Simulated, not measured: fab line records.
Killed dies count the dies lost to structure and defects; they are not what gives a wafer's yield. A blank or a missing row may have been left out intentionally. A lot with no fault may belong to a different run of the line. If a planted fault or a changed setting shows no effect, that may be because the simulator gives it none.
One fault seen from 2 desks + flow n5Finfet + each desk holds nothing but its own numbers, with what lay behind them at the end

## THE TOOL OWNER'S DESK: rieSi-02
The tool's own readings at N5_SD_EPI_N_SD_RECESS_17 (chemistry HBr/Cl2/O2, target depth 41 nm, time 23.7 s, bt time 3 s): means of the sampled wafers that have a number, for each lot that ran on this tool. If a lot's mean is further than 4 standard deviations from the usual mean, the lot is out of limits and carries the mark OUT (the distance appears in the brackets).
Columns: A = drypumpMotorCurrentA at N5_SD_EPI_N_SD_RECESS_17, usual 5.5 A; B = oesProductAu at N5_SD_EPI_N_SD_RECESS_17, usual 1.006 a.u.; C = throttleValvePct at N5_SD_EPI_N_SD_RECESS_17, usual 37.1 %
| lot  | first seen here | A   | B     | C    |
|------|-----------------|-----|-------|------|
| L484 | day 3 08:22     | 5.2 | 1.005 | 36.7 |
| L485 | day 3 16:18     | 5.3 | 1.018 | 37.1 |
| L486 | day 3 19:34     | 5.2 | 1.014 | 36.8 |
| L488 | day 4 07:34     | 5.2 | 1.008 | 37.0 |
| L490 | day 4 21:49     | 5.5 | 1.005 | 37.1 |
| L496 | day 6 07:08     | 5.6 | 1.002 | 37.2 |
| L497 | day 6 13:54     | 5.5 | 0.998 | 36.8 |
| L498 | day 6 20:28     | 5.5 | 0.994 | 37.0 |
This desk found nothing out of limits on any of the 8 lots.

## METROLOGY DESK
Lot by lot, what the gauges showed, no matter which tool ran the lot: averages of those sampled wafers that carry a number. If a lot's mean is further than 4 standard deviations from the usual mean, the lot is out of limits and carries the mark OUT (the distance appears in the brackets). Shown are 7 of the 12 readings it has, namely the first that went out of limits plus those furthest out on some lot.
Columns: A = CJ_N at N5_BEOL_M4_RC_MEAS_101, usual 4.37; B = DIBL_N at N5_BEOL_M4_RC_MEAS_101, usual 36.3 mV/V; C = IOFF_N at N5_BEOL_M4_RC_MEAS_101, usual 0.16 nA/um; D = IOFF_N_85C at N5_BEOL_M4_RC_MEAS_101, usual 3.2 nA/um; E = SS_N at N5_BEOL_M4_RC_MEAS_101, usual 71.5 mV/dec; F = SS_P at N5_BEOL_M4_RC_MEAS_101, usual 73.3 mV/dec; G = VT_P at N5_BEOL_M4_RC_MEAS_101, usual -249.1 mV
| lot  | first seen here | A    | B    | C               | D              | E               | F    | G      |
|------|-----------------|------|------|-----------------|----------------|-----------------|------|--------|
| L484 | day 7 21:03     | 4.37 | 35.7 | 0.16            | 3.1            | 71.2            | 73.0 | -244.4 |
| L485 | day 8 13:50     | 4.36 | 36.8 | 0.17            | 3.2            | 71.1            | 72.9 | -251.2 |
| L486 | day 8 20:51     | 4.59 | 37.3 | 0.16            | 3.2            | 71.5            | 73.4 | -247.5 |
| L488 | day 9 03:23     | 4.45 | 35.8 | 0.16            | 3.1            | 71.8            | 73.4 | -252.1 |
| L489 | day 9 08:04     | 4.46 | 35.7 | 0.15            | 3.0            | 70.5            | 73.1 | -251.3 |
| L490 | day 9 10:03     | 4.43 | 36.4 | 0.15            | 2.9            | 71.5            | 72.5 | -251.5 |
| L496 | day 12 21:18    | 4.63 | 40.6 | 0.47 (+10) OUT  | 7.4 (+8.7) OUT | 77.6 (+9.8) OUT | 73.7 | -246.6 |
| L497 | day 13 09:56    | 4.47 | 37.6 | 0.28            | 4.8            | 75.1 (+5.9) OUT | 73.2 | -249.8 |
| L498 | day 13 19:34    | 4.61 | 41.5 | 0.40 (+7.8) OUT | 6.5 (+6.6) OUT | 77.6 (+9.8) OUT | 73.4 | -248.3 |
| L504 | day 14 15:30    | 4.18 | 36.6 | 0.15            | 3.0            | 71.5            | 72.8 | -251.1 |
This desk finds L496, L497, L498 out of limits, with the earliest case on L496 at day 12 21:18 (IOFF_N at N5_BEOL_M4_RC_MEAS_101). L484, L485, L486, L488, L489, L490, L504: within limits.

## PUT TOGETHER
Metrology desk: alarm possible at day 12 21:18 on L496, L497, L498.
The tool owner's desk saw nothing out of limits.
The tool owner's desk has L496, L497, L498 on record, within its limits.
The lots listed all ran N5_SD_EPI_N_SD_RECESS_17 on rieSi-02.

## WHAT HAD BEEN PUT IN BY THE SIMULATOR
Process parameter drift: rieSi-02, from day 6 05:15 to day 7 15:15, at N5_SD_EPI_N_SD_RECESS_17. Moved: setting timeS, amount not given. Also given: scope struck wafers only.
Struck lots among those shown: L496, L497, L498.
Delay in hours, fault start to first out-of-limits reading, per desk: metrology desk 160.
